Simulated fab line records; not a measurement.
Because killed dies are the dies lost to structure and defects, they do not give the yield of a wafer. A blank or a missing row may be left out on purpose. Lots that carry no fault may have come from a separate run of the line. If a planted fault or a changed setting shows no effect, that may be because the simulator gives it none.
Comparing a struck lot with a sound one + flow n5_finfet + 14 out of 1938 route steps
Sound: wafers L619.3, L619.4, L619.5. Wafers struck: L633.1, L633.2, L633.5. At the end, the cause is stated.
Per side, at each step with rows, come the tool, then ch with its chambers, and then its first start. Under that, the readings that differ: sound wafers + struck wafers + difference of the means + sigmas: that difference in standard deviations of wafers without a fault.
alike: readings whose means differ by less than 2 such deviations, and words and numbers that are the same on both sides. not compared: withheld readings, readings that some wafer has no value for, bounds like >300 that may hide the same value, and numbers for which the record gives no deviation and whose values overlap.
Wherever a step has rows on one side only, a row that says differs or no value, or a row with sigmas, the two part there. When numbers do not overlap yet have no deviation, they are printed without sigmas and do not part them. A reading missing from all wafers of one side parts the sides only when that side holds two or more wafers.

N5_SD_EPI_N_EPI_MEAS_23:
  sound on film_metro-01 at day 3 09:21; struck on film_metro-01 at day 6 21:46
  alike: thk_nm
then, 3 steps without rows for these wafers: N5_SD_EPI_N_PRECLEAN_24 (cleans in O3/DIW, time 60 s); N5_SD_EPI_N_SRD_25 (time 30 s); N5_SD_EPI_N_PRECLEAN_49 (cleans in NF3:NH3, afs cycles 1, time 20 s, sublimation time 60 s).
N5_SD_EPI_N_LINER_46: material SiNx, target thk 3 nm.
  sound on ald_sin-03 ch 0,1,3, day 3 10:13; struck on ald_sin-03 ch 1,2, day 6 22:04
  alike: heater_power_w
N5_SD_EPI_N_INSPECT_26: inspects for defects (darkfield).
  sound on defect_inspect-01 at day 3 10:28; struck on defect_inspect-02 at day 6 22:19
  alike: raw_defect_count
then, 6 steps without rows for these wafers: N5_SD_EPI_P_COAT_34 (time 60 s, resist thk 350 nm); N5_SD_EPI_P_COAT_35 (time 60 s, resist thk 35 nm); N5_SD_EPI_P_COAT_03 (resist thk 150 nm); N5_SD_EPI_P_EBR_05; N5_SD_EPI_P_SOFTBAKE_04 (time 60 s); N5_SD_EPI_P_EXPOSE_06 (exposes mask SD P BLK, target cd 240 nm).
N5_SD_EPI_P_PEB_07: peb time 60 s.
  struck on litho_track-05, day 6 22:39; sound on litho_track-04 ch 0, day 3 10:48
  no value came back on the struck wafers for chill_plate_temp_C (C), exhaust_pa (Pa), resist_line_temp_C (C); on the sound wafers chill_plate_temp_C (C) reads 23.24 22.92 22.98
then, 1 step without rows for these wafers: N5_SD_EPI_P_DEVELOP_08 (develop time 30 s).

== WHERE THEY PART ==
N5_SD_EPI_P_PEB_07 only, going by this record.

WHY: whatever the simulator had introduced
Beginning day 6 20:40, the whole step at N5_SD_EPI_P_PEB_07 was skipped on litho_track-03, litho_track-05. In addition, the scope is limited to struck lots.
